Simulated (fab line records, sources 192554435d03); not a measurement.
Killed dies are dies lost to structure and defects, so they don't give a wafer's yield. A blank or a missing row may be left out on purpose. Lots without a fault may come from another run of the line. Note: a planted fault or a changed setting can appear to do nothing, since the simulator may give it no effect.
Lot-split experiment :: flow n5 finfet :: 21 wafers read from 7 lots, route of 1938 steps

SPLIT DETAILS
At N5_BEOL_M13_ETCH_59 (etches BARC in N2/H2, target depth 89 nm, overetch 26.7 nm, time 67.9 s), the setting bias w was moved away from the recipe's 150 W on 4 of the 21 wafers read, by -16.5% to +11.9%. The other wafers ran this setting at the recipe's value.

Reading taken at the split's own step.

THE READING
rf vpp V, in V, at N5_BEOL_M13_ETCH_59 (etches BARC in N2/H2, target depth 89 nm, overetch 26.7 nm, time 67.9 s). A value of 523.6 V with a standard deviation of 2.4 V is what fault-free wafers of this fab line usually give.

wafer: L074.2
tool, chamber at the split: rie diel-02, 2
bias w as run, W: 150
against the recipe: recipe
rf vpp V, V: 521.0
against lot-mates on the recipe: -

wafer: L074.3
tool, chamber at the split: rie diel-02, 1
bias w as run, W: 150
against the recipe: recipe
rf vpp V, V: 525.6
against lot-mates on the recipe: -

wafer: L074.5
tool, chamber at the split: rie diel-02, 2
bias w as run, W: 150
against the recipe: recipe
rf vpp V, V: 521.1
against lot-mates on the recipe: -

wafer: L080.2
tool, chamber at the split: rie diel-06, 0
bias w as run, W: 167.8
against the recipe: +11.9%
rf vpp V, V: 564.2
against lot-mates on the recipe: +38.8

wafer: L080.5
tool, chamber at the split: rie diel-06, 2
bias w as run, W: 167.8
against the recipe: +11.9%
rf vpp V, V: 560.6
against lot-mates on the recipe: +35.2

wafer: L080.6
tool, chamber at the split: rie diel-06, 1
bias w as run, W: 150
against the recipe: recipe
rf vpp V, V: 525.4
against lot-mates on the recipe: -

wafer: L084.1
tool, chamber at the split: rie diel-02, 3
bias w as run, W: 150
against the recipe: recipe
rf vpp V, V: 523.2
against lot-mates on the recipe: -

wafer: L084.2
tool, chamber at the split: rie diel-02, 0
bias w as run, W: 150
against the recipe: recipe
rf vpp V, V: 524.0
against lot-mates on the recipe: -

wafer: L084.3
tool, chamber at the split: rie diel-02, 2
bias w as run, W: 150
against the recipe: recipe
rf vpp V, V: 521.3
against lot-mates on the recipe: -

wafer: L082.1
tool, chamber at the split: rie diel-04, 1
bias w as run, W: 150
against the recipe: recipe
rf vpp V, V: 524.1
against lot-mates on the recipe: -

wafer: L082.2
tool, chamber at the split: rie diel-04, 0
bias w as run, W: 150
against the recipe: recipe
rf vpp V, V: 528.0
against lot-mates on the recipe: -

wafer: L082.5
tool, chamber at the split: rie diel-04, 2
bias w as run, W: 150
against the recipe: recipe
rf vpp V, V: 526.4
against lot-mates on the recipe: -

wafer: L087.1
tool, chamber at the split: rie diel-02, 0
bias w as run, W: 150
against the recipe: recipe
rf vpp V, V: 522.5
against lot-mates on the recipe: -

wafer: L087.3
tool, chamber at the split: rie diel-02, 3
bias w as run, W: 127.8
against the recipe: -14.8%
rf vpp V, V: 473.5
against lot-mates on the recipe: -49.0

wafer: L087.6
tool, chamber at the split: rie diel-02, 3
bias w as run, W: 150
against the recipe: recipe
rf vpp V, V: 522.4
against lot-mates on the recipe: -

wafer: L089.1
tool, chamber at the split: rie diel-06, 3
bias w as run, W: 150
against the recipe: recipe
rf vpp V, V: 518.5
against lot-mates on the recipe: -

wafer: L089.4
tool, chamber at the split: rie diel-06, 1
bias w as run, W: 150
against the recipe: recipe
rf vpp V, V: 524.3
against lot-mates on the recipe: -

wafer: L089.6
tool, chamber at the split: rie diel-06, 3
bias w as run, W: 150
against the recipe: recipe
rf vpp V, V: 520.1
against lot-mates on the recipe: -

wafer: L092.1
tool, chamber at the split: rie diel-02, 0
bias w as run, W: 150
against the recipe: recipe
rf vpp V, V: 526.2
against lot-mates on the recipe: -

wafer: L092.2
tool, chamber at the split: rie diel-02, 2
bias w as run, W: 150
against the recipe: recipe
rf vpp V, V: 520.2
against lot-mates on the recipe: -

wafer: L092.4
tool, chamber at the split: rie diel-02, 3
bias w as run, W: 125.3
against the recipe: -16.5%
rf vpp V, V: 465.8
against lot-mates on the recipe: -57.4

FIT RESULTS
A straight line over all 21 wafers: rf vpp V changes by +3.38 V for each +1% of bias w; r = +0.99; the points scatter about the line by 2.5 V.
The same after taking each lot's own level away (the mean of its wafers on the recipe; 21 wafers): +3.3 V for each +1%; r = +1.00; scatter 2.1 V.
The reading moves by 54 V for the largest change in bias w, on that fit.
Measured against the standard deviation above, the lots' own levels, which go from 520.97 to 526.17 V, span 2.2 times it.
Hence the lot-to-lot level has little effect on the slope; both slopes agree.
Check: for one of the wafers moved furthest among these (-16.5%), held out of the fit, the line's prediction against its lot-mates is -52.9 V. Against them it came out at -57.4 V.
Tool readings at the split's step, against how far the setting was moved: rf vpp V r = +0.99.

OTHER SPLITS ON THESE WAFERS
These wafers also went through other splits before the reading. Each is held against what the fit with the lots' levels taken away leaves over:
other split on the same wafers: N5_BEOL_M8_ALD_77 purge time s
wafers away from the commonest value: 9
r with rf vpp V (lot level and that fit taken away): -0.18

other split on the same wafers: N5_BEOL_M9_COAT_64 spin rpm
wafers away from the commonest value: 6
r with rf vpp V (lot level and that fit taken away): +0.17

other split on the same wafers: N5_BEOL_M9_COAT_22 spin rpm
wafers away from the commonest value: 7
r with rf vpp V (lot level and that fit taken away): +0.10

FILE'S OWN FIT
rf vpp V changes by +3.34 V for each +1% of bias w, r = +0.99.
